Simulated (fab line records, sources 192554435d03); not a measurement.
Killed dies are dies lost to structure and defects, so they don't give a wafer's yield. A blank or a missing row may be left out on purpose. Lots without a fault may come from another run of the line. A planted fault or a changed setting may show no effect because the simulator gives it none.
fab line records | flow n5_finfet
record lots=6 wafers=16 last_day=20
route steps=1938 shown MOL_CONTACT_COAG@518 BEOL_M4@1111 PASSIVATION@1936
lots that met no fault: from a run of the same line without faults
start_h: hours from the record's first day to the start of the lot's first wafer shown | wait_h: hours since the lot's step before | " the same as in the row above | L1.1+2: a row that stands for several wafers | - no value, or no start given | * or withheld: withheld | < > ~ a bound
route shown NAME@n: a module of which the file shows steps, and the number in the route of the first | usual: mean/standard deviation of fault-free wafers | same: alike in all rows | chamber/n: place in a boat | sites: the reading at each site | _std_site: their standard deviation | _edge_site: outer sites' mean less inner sites' | radius_mm: how far each site lies from the wafer's centre | mask NAME#n: copy n | behind: the tool/chamber that last shaped the wafer | hold: why the lot was held/for how many hours/how that ended | device: the transistor (n, p or np) that didn't switch | end of line: the same wafers' tests at the end of the route | a step without rows: its recipe alone | killed: dies lost to structure and defects at the first sort, not the wafer's yield | map: a wafer's dies, x killed, . not, _ none there
set.NAME: the setting as run; set.NAME@STEP: as run at that earlier step | model.NAME: the simulator's own value behind a step, which no gauge read
lots at some steps of the route; a table a step, a row a wafer
services: from which hour (start_h, from the record's first day; less than 0 if before it) a tool's chamber was out of use, for how many hours, and why
## steps
# step N5_MOL_CONTACT_COAG_COAT_104
# recipe resist=SiARC temp_c=220 time_s=60 spin_rpm=1500 resist_thk_nm=12
# step N5_MOL_CONTACT_COAG_COAT_58
# recipe resist=underlayer temp_c=205 time_s=60 spin_rpm=1500 resist_thk_nm=10
# step N5_MOL_CONTACT_COAG_COAT_02
# recipe resist=CAR-EUV spin_rpm=1500 resist_thk_nm=30
# step N5_MOL_CONTACT_COAG_EBR_04
# recipe solvent=PGMEA ebr_width_mm=1.5
# step N5_MOL_CONTACT_COAG_SOFTBAKE_03
# recipe temp_c=110 time_s=60 resist=CAR-EUV
# step N5_MOL_CONTACT_COAG_EXPOSE_05
# recipe mask_id=CA na=0.33 source_shape=annular sigma_inner=0.4 sigma_outer=0.8 polarization=unpolarized defocus_nm=0 dose_mj=38.25
# step N5_MOL_CONTACT_COAG_PEB_06
# recipe peb_temp_c=100 peb_time_s=60 resist=CAR-EUV
# step N5_MOL_CONTACT_COAG_DEVELOP_07
# recipe develop_time_s=30 developer=TMAH resist=CAR-EUV rinse_liquid=surfactant_rinse dry=air_spin dev_temp_c=23
# step N5_MOL_CONTACT_COAG_CD_MEAS_08
# recipe target_cd_nm=28 landing_energy_ev=500 detector=se_inlens polarity=opening
# usual cd_nm=28.06/0.26
# columns lot.wafer tool chamber start_h wait_h cd_nm
L367.1 cd_sem-02 0 87.85 - 27.75
L367.5 " 0 " " 28.24
L367.6 " 0 " " 27.69
L374.1 cd_sem-03 0 134.08 - 28.19
L374.4 " 0 " " 27.66
L374.6 " 0 " " 28.04
L383.3 cd_sem-01 0 183.56 - 27.75
L383.5 " 0 " " 28.19
L384.1 cd_sem-03 0 189.35 - 27.96
L384.6 " 0 " " 28.19
L387.1 cd_sem-02 0 209.70 - 27.31
L387.4 " 0 " " 28.12
L387.5 " 0 " " 27.87
L390.1 cd_sem-03 0 223.88 - 28.04
L390.2 " 0 " " 27.91
L390.4 " 0 " " 28.27
# step N5_MOL_CONTACT_COAG_OVL_MEAS_09
# recipe points_per_wafer=522
# usual CA_OVL=0.4/0.68
# columns lot.wafer tool chamber start_h wait_h CA_OVL[nm]
L367.1 overlay-02 0 87.88 0.0 -0.5
L367.5 " 0 " " -0.3
L367.6 " 0 " " -0.5
L374.1 overlay-01 0 134.11 0.0 1.2
L374.4 " 0 " " 0.1
L374.6 " 0 " " -0.1
L383.3 overlay-02 0 183.60 0.0 0.4
L383.5 " 0 " " 0.7
L384.1 overlay-02 0 189.38 0.0 -0.3
L384.6 " 0 " " 0.4
L387.1 overlay-01 0 209.73 0.0 -0.8
L387.4 " 0 " " 0.3
L387.5 " 0 " " -1.5
L390.1 overlay-02 0 223.91 0.0 0.9
L390.2 " 0 " " 0.6
L390.4 " 0 " " 1.1
# step N5_MOL_CONTACT_COAG_INSPECT_10
# recipe mode=adi inspect_instrument=brightfield
# usual raw_defect_count=76/27
# columns lot.wafer tool chamber start_h wait_h raw_defect_count
L367.1 defect_inspect-01 - 87.93 0.1 63
L367.5 " - " " 47
L367.6 " - " " 125
L374.1 defect_inspect-01 - 134.17 0.1 53
L374.4 " - " " 102
L374.6 " - " " 77
L383.3 defect_inspect-02 - 183.65 0.0 140
L383.5 " - " " 62
L384.1 defect_inspect-02 - 189.43 0.1 30
L384.6 " - " " 34
L387.1 defect_inspect-01 - 209.79 0.1 41
L387.4 " - " " 90
L387.5 " - " " 72
L390.1 defect_inspect-02 - 223.97 0.1 69
L390.2 " - " " 61
L390.4 " - " " 57
# step N5_MOL_CONTACT_COAG_DESCUM_13
# recipe chemistry=O2 time_s=7 source_power_w=50 bias_power_w=20 pressure_mtorr=20 rf_frequency_hz=2.712e+07 temp_c=40 resist=CAR-EUV o2_flow_sccm=225
# usual drypump_motor_current_A=5.8/0.53 oes_product_au=0.74/0.072 rf_vpp_V=243.3/1.4 showerhead_plenum_p_Torr=2.10/0.082 throttle_valve_pct=20.45/0.29
# columns lot.wafer tool chamber start_h wait_h drypump_motor_current_A oes_product_au rf_hours_counter_h rf_vpp_V showerhead_plenum_p_Torr throttle_valve_pct
L367.1 rie_diel-03 3 87.97 0.0 6.1 0.70 197 242.4 1.99 20.33
L367.5 " 1 " " 5.9 0.81 - 245.2 2.21 20.92
L367.6 " 2 " " 5.6 0.76 - 241.3 2.00 20.28
L374.1 rie_diel-02 1 134.20 0.0 5.5 0.72 194 242.8 2.09 20.81
L374.4 " 2 " " 5.2 0.69 - 240.7 2.06 20.42
L374.6 " 3 " " 6.3 0.74 - 242.4 2.00 20.13
L383.3 rie_diel-02 1 183.68 0.0 5.5 0.71 212 244.2 2.08 20.83
L383.5 " 1 " " 5.5 0.71 - 243.1 2.08 20.83
L384.1 rie_diel-02 0 189.78 0.3 6.1 0.94 17 245.3 2.24 19.87
L384.6 " 1 " " 5.5 0.71 - 243.8 2.08 20.84
L387.1 rie_diel-06 1 209.84 0.1 5.2 0.69 207 243.1 2.18 20.56
L387.4 " 3 " " 6.8 0.70 - 244.0 2.14 20.28
L387.5 " 0 " " 5.9 0.72 - 244.5 2.15 20.46
L390.1 rie_diel-03 3 224.43 0.5 6.1 0.67 247 241.0 1.97 20.40
L390.2 " 0 " " 4.8 0.93 14 242.5 2.06 20.07
L390.4 " 2 " " 5.6 0.72 193 243.0 1.99 20.37
# step N5_MOL_CONTACT_COAG_ETCH_59
# recipe chemistry=N2/H2 target=underlayer target_depth_a=130 mask_material=CAR-EUV time_s=10.4 ion_energy_ev=200 pressure_mtorr=30 source_w=840 bias_w=150 n2_flow_sccm=200 h2_flow_sccm=200 ends=cleared
# usual drypump_motor_current_A=5.8/0.53 etch_rf_on_time_s=10.37/0.27 oes_product_au=0.63/0.064 rf_vpp_V=524.0/2.8 showerhead_plenum_p_Torr=2.55/0.096 throttle_valve_pct=17.9/0.31
# columns lot.wafer tool chamber start_h wait_h drypump_motor_current_A etch_rf_on_time_s oes_product_au rf_hours_counter_h rf_vpp_V showerhead_plenum_p_Torr throttle_valve_pct
L367.1 rie_diel-03 3 88.00 0.0 6.1 10.53 0.59 197 520.2 2.42 17.7
L367.5 " 1 " " 5.9 9.86 0.70 - 526.6 2.67 18.4
L367.6 " 2 " " 5.7 10.66 0.64 - 520.6 2.44 17.8
L374.1 rie_diel-02 1 134.24 0.0 5.5 10.65 0.63 194 524.2 2.54 18.3
L374.4 " 2 " " 5.2 10.35 0.60 - 524.1 2.49 17.8
L374.6 " 3 " " 6.3 10.29 0.63 - 520.7 2.44 17.6
L383.3 rie_diel-02 1 183.72 0.0 5.5 13.04 0.55 212 523.0 2.53 18.3
L383.5 " 1 " " 5.5 10.65 0.60 - 521.8 2.53 18.3
L384.1 rie_diel-02 0 189.81 0.0 6.1 9.94 0.80 17 528.5 2.71 17.2
L384.6 " 1 " " 5.5 13.03 0.54 - 522.7 2.53 18.3
L387.1 rie_diel-06 1 209.88 0.0 5.2 10.32 0.60 207 526.7 2.62 17.8
L387.4 " 3 " " 6.8 10.66 0.59 - 527.2 2.62 17.9
L387.5 " 0 " " 5.9 10.52 0.61 - 526.5 2.63 18.1
L390.1 rie_diel-03 3 224.46 0.0 6.1 10.42 0.57 247 518.7 2.40 17.8
L390.2 " 0 " " 4.9 9.85 0.80 14 520.6 2.50 17.4
L390.4 " 2 " " 5.6 10.54 0.60 193 520.9 2.42 17.9
# step N5_MOL_CONTACT_COAG_ETCH_105
# recipe chemistry=CF4 target=SiARC target_depth_a=156 mask_material=CAR-EUV time_s=26 ion_energy_ev=80 pressure_mtorr=40 source_w=545 bias_w=36 Ar_flow_sccm=100 cf4_flow_sccm=100 ends=cleared
# usual drypump_motor_current_A=5.8/0.53 etch_rf_on_time_s=25.9/0.64 oes_product_au=0.63/0.063 rf_vpp_V=184.1/1.4 showerhead_plenum_p_Torr=2.15/0.076 throttle_valve_pct=15.67/0.25
# columns lot.wafer tool chamber start_h wait_h drypump_motor_current_A etch_rf_on_time_s oes_product_au rf_hours_counter_h rf_vpp_V showerhead_plenum_p_Torr throttle_valve_pct
L367.1 rie_diel-03 3 88.02 0.0 6.0 26.5 0.59 197 181.6 2.03 15.50
L367.5 " 1 " " 5.9 25.1 0.70 - 187.3 2.24 15.96
L367.6 " 2 " " 5.6 26.4 0.64 - 182.0 2.06 15.54
L374.1 rie_diel-02 1 134.26 0.0 5.4 26.4 0.62 194 182.7 2.12 15.93
L374.4 " 2 " " 5.2 25.9 0.60 - 183.1 2.13 15.73
L374.6 " 3 " " 6.4 25.6 0.64 - 181.9 2.05 15.35
L383.3 rie_diel-02 1 183.74 0.0 5.5 26.2 0.62 212 184.7 2.11 15.95
L383.5 " 1 " " 5.5 26.3 0.62 - 184.9 2.11 15.95
L384.1 rie_diel-02 0 189.83 0.0 6.1 25.1 0.81 17 185.2 2.27 14.96
L384.6 " 1 " " 5.5 26.8 0.61 - 183.6 2.11 15.96
L387.1 rie_diel-06 1 209.90 0.0 5.2 25.7 0.60 207 185.7 2.21 15.72
L387.4 " 3 " " 6.8 26.8 0.59 - 184.4 2.21 15.72
L387.5 " 0 " " 5.9 26.3 0.62 - 185.7 2.20 15.77
L390.1 rie_diel-03 3 224.48 0.0 6.1 26.0 0.57 247 182.3 2.02 15.62
L390.2 " 0 " " 4.9 24.4 0.80 14 183.0 2.11 15.30
L390.4 " 2 " " 5.6 26.4 0.60 193 181.1 2.05 15.65
# step N5_BEOL_M4_RC_MEAS_101
# usual DIBL_N=36.3/1.6 DIBL_P=36.4/2.1 IOFF_N=0.16/0.032 IOFF_P=0.22/0.044 ION_N=675/12 ION_P=463/8.3 SS_N=71.6/0.64 SS_P=73.3/0.67 VT_N=250/3.3 VT_P=-250/3.7
# columns lot.wafer tool chamber start_h wait_h DIBL_N[mV/V] DIBL_P[mV/V] IOFF_N[nA/um] IOFF_P[nA/um] ION_N[uA/um] ION_P[uA/um] SS_N[mV/dec] SS_P[mV/dec] VT_N[mV] VT_P[mV]
L367.1 prober-01 0 221.23 0.0 38.5 39.6 0.22 0.27 675 463 72.4 73.7 247 -250
L367.5 " 0 " " 35.5 35.8 0.16 0.21 669 457 71.7 72.8 247 -248
L367.6 " 0 " " 35.7 35.4 0.14 0.19 666 463 71.6 73.0 251 -249
L374.1 prober-01 0 252.31 0.0 35.3 37.2 0.15 0.23 675 466 72.0 73.5 252 -248
L374.4 " 0 " " 38.3 40.3 0.20 0.29 687 474 72.6 74.3 250 -244
L374.6 " 0 " " 37.8 39.4 0.19 0.27 676 463 72.0 74.6 248 -247
L384.1 prober-01 0 308.42 0.0 37.5 36.8 0.18 0.23 678 454 72.7 74.0 249 -249
L384.6 " 0 " " 40.3 39.5 0.25 0.28 691 457 72.7 74.4 246 -247
L383.3 prober-02 0 310.25 0.3 34.7 33.3 0.13 0.18 667 459 71.3 72.8 248 -253
L383.5 " 0 " " 34.7 33.7 0.14 0.19 689 471 70.9 72.8 251 -253
L387.1 prober-01 0 321.61 0.0 39.1 40.5 0.25 0.32 694 475 72.6 74.5 241 -243
L387.4 " 0 " " 36.1 36.6 0.17 0.24 680 467 72.0 73.4 247 -247
L387.5 " 0 " " 35.1 35.8 0.16 0.24 684 477 71.2 72.7 247 -246
L390.1 prober-01 0 381.10 0.0 36.1 35.0 0.16 0.21 677 464 72.1 72.6 251 -249
L390.2 " 0 " " 37.0 36.6 0.17 0.23 676 468 72.2 73.1 249 -247
L390.4 " 0 " " 36.2 36.2 0.16 0.23 686 473 71.7 72.7 248 -250
# step N5_PASSIVATION_PROBE_49
# usual defect_limited_yield=91.4/1.2 killed_at_M0_to_M3=35/11 killed_at_M4_up=14/6 killed_at_contacts=12/6.7 killed_at_front_end=37/9.7 killed_at_other=3.5/2.5 killed_dies=102/15 killed_open=67/12 killed_short=33/7.3 sort_bin_5_function=5.1/0.81 sort_bin_6_memory=3.2/0.65 sort_n_pass=1078/15 sort_yield_pct=91.4/1.2
# same gross_dies=1180 killed_at_back_side=0 sort_bin_4_leakage[%]=0 sort_bin_8_speed[%]=0
# columns lot.wafer tool chamber start_h wait_h defect_limited_yield[%] killed_at_M0_to_M3 killed_at_M4_up killed_at_contacts killed_at_front_end killed_at_other killed_dies killed_open killed_short sort_bin_5_function[%] sort_bin_6_memory[%] sort_n_pass sort_yield_pct[%]
L374.1 prober-01 - 359.73 0.0 93.4 28 8 6 31 5 78 46 32 4.1 2.3 1102 93.4
L374.4 prober-01 - 359.88 0.2 91.3 48 8 7 39 1 103 72 31 4.6 3.6 1077 91.3
L374.6 prober-01 - 359.98 0.3 91.6 29 14 11 41 4 99 65 34 5.0 3.0 1081 91.6
L387.1 prober-02 - 414.30 0.0 90.3 41 9 5 58 1 114 81 32 5.8 3.5 1066 90.3
L387.4 prober-02 - 414.45 0.2 91.7 33 6 10 47 2 98 69 25 4.6 3.5 1082 91.7
L387.5 prober-02 - 414.50 0.2 90.7 42 9 8 47 4 110 82 26 5.5 3.5 1070 90.7
L383.3 prober-01 - 422.11 0.1 91.2 42 15 9 34 4 104 63 37 5.5 2.9 1076 91.2
L383.5 prober-01 - 422.21 0.2 89.2 51 7 16 51 2 127 69 57 6.7 3.5 1053 89.2
# killed by level:class
L374.1 FIN_SAQP:geometric_particle:open=9 FIN_SAQP:geometric_particle:short=7 MOL_CONTACT_COAG:geometric_particle:open=6 BEOL_M2:geometric_particle:open=5 GATE_CUT:geometric_particle:short=4 BEOL_M1:geometric_particle:short=4 BEOL_M3:geometric_particle:open=4 BEOL_M0_SAQP:geometric_particle:short=3
L374.4 BEOL_M1:geometric_particle:open=13 FIN_SAQP:geometric_particle:open=9 BEOL_M1:geometric_particle:short=8 FIN_SAQP:geometric_particle:short=7 MOL_CONTACT_COAG:geometric_particle:open=7 BEOL_M0_SAQP:geometric_particle:open=6 GATE_CUT:geometric_particle:open=6 BEOL_M2:geometric_particle:open=6
L374.6 FIN_SAQP:geometric_particle:short=9 MOL_CONTACT_COAG:geometric_particle:open=9 DUMMY_GATE:geometric_particle:open=8 BEOL_M4:geometric_particle:open=8 BEOL_M3:geometric_particle:open=6 STI_FIN_REVEAL:geometric_particle:open=6 BEOL_M0_SAQP:geometric_particle:short=6 FIN_SAQP:geometric_particle:open=5
L387.1 FIN_SAQP:geometric_particle:open=23 FIN_SAQP:geometric_particle:short=12 BEOL_M3:geometric_particle:open=12 BEOL_M1:geometric_particle:open=10 GATE_CUT:geometric_particle:short=5 MOL_CONTACT_COAG:geometric_particle:open=5 BEOL_M0_SAQP:geometric_particle:open=5 STI_FIN_REVEAL:geometric_particle:open=4
L387.4 FIN_SAQP:geometric_particle:open=19 BEOL_M2:geometric_particle:open=11 STI_FIN_REVEAL:geometric_particle:open=9 MOL_CONTACT_COAG:geometric_particle:open=8 FIN_SAQP:geometric_particle:short=7 BEOL_M0_SAQP:geometric_particle:open=5 BEOL_M3:geometric_particle:open=5 BEOL_M3:geometric_particle:short=4
L387.5 BEOL_M2:geometric_particle:open=14 STI_FIN_REVEAL:geometric_particle:open=13 BEOL_M1:geometric_particle:open=9 FIN_SAQP:geometric_particle:open=7 GATE_CUT:geometric_particle:open=6 MOL_CONTACT_COAG:geometric_particle:open=6 BEOL_M0_SAQP:geometric_particle:open=6 GATE_CUT:geometric_particle:short=5
L383.3 BEOL_M0_SAQP:geometric_particle:short=15 BEOL_M0_SAQP:geometric_particle:open=13 STI_FIN_REVEAL:geometric_particle:open=11 BEOL_M1:geometric_particle:open=7 FIN_SAQP:geometric_particle:short=6 MOL_CONTACT_COAG:geometric_particle:open=6 BEOL_M5:geometric_particle:open=5 DUMMY_GATE:geometric_particle:open=3
L383.5 BEOL_M0_SAQP:geometric_particle:short=14 BEOL_M1:geometric_particle:open=13 MOL_CONTACT_COAG:geometric_particle:open=10 FIN_SAQP:geometric_particle:open=9 GATE_CUT:geometric_particle:short=8 STARTING-WAFER:geometric_particle:open=8 FIN_SAQP:geometric_particle:short=7 BEOL_M1:geometric_particle:short=7
## services
# columns tool chamber start_h hours kind
rie_diel-03 2 77.09 4.3 repair
rie_diel-06 - 79.36 2.8 pm
rie_diel-02 0 115.19 - clean
rie_diel-02 0 115.19 - consumable_replace:focus_ring
rie_diel-02 0 115.19 - consumable_replace:showerhead
rie_diel-02 0 115.19 21.1 scheduled_down
rie_diel-02 0 115.19 21.1 vent_cycle
rie_diel-06 0 119.41 1.3 repair
rie_diel-03 2 127.70 2.8 repair
rie_diel-03 0 163.82 - clean
rie_diel-03 0 163.82 - consumable_replace:focus_ring
rie_diel-03 0 163.82 23.9 scheduled_down
rie_diel-03 0 163.82 23.9 vent_cycle
rie_diel-02 2 187.41 4.7 repair
rie_diel-06 2 204.99 5.7 repair
rie_diel-02 0 209.63 4.7 repair
rie_diel-02 2 215.22 8.0 repair
rie_diel-02 2 223.32 - clean
rie_diel-02 2 223.32 - consumable_replace:focus_ring
rie_diel-02 2 223.32 17.2 scheduled_down
rie_diel-02 2 223.32 17.2 vent_cycle
## key
first_sign step=N5_MOL_CONTACT_COAG_ETCH_59 reading=etch_rf_on_time_s direction=up sigmas=9.9 usual=* struck=*
effect none on later readings
met_at N5_MOL_CONTACT_COAG_ETCH_59
struck_wafers L383.3,L384.6
onset_between 134.24 183.72
fault kind=process_parameter_drift tool=rie_diel-02 chamber=- onset_h=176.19 steps=N5_MOL_CONTACT_COAG_ETCH_59 channel=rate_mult offset=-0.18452 shape=step end_h=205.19 scope=struck_wafers_only
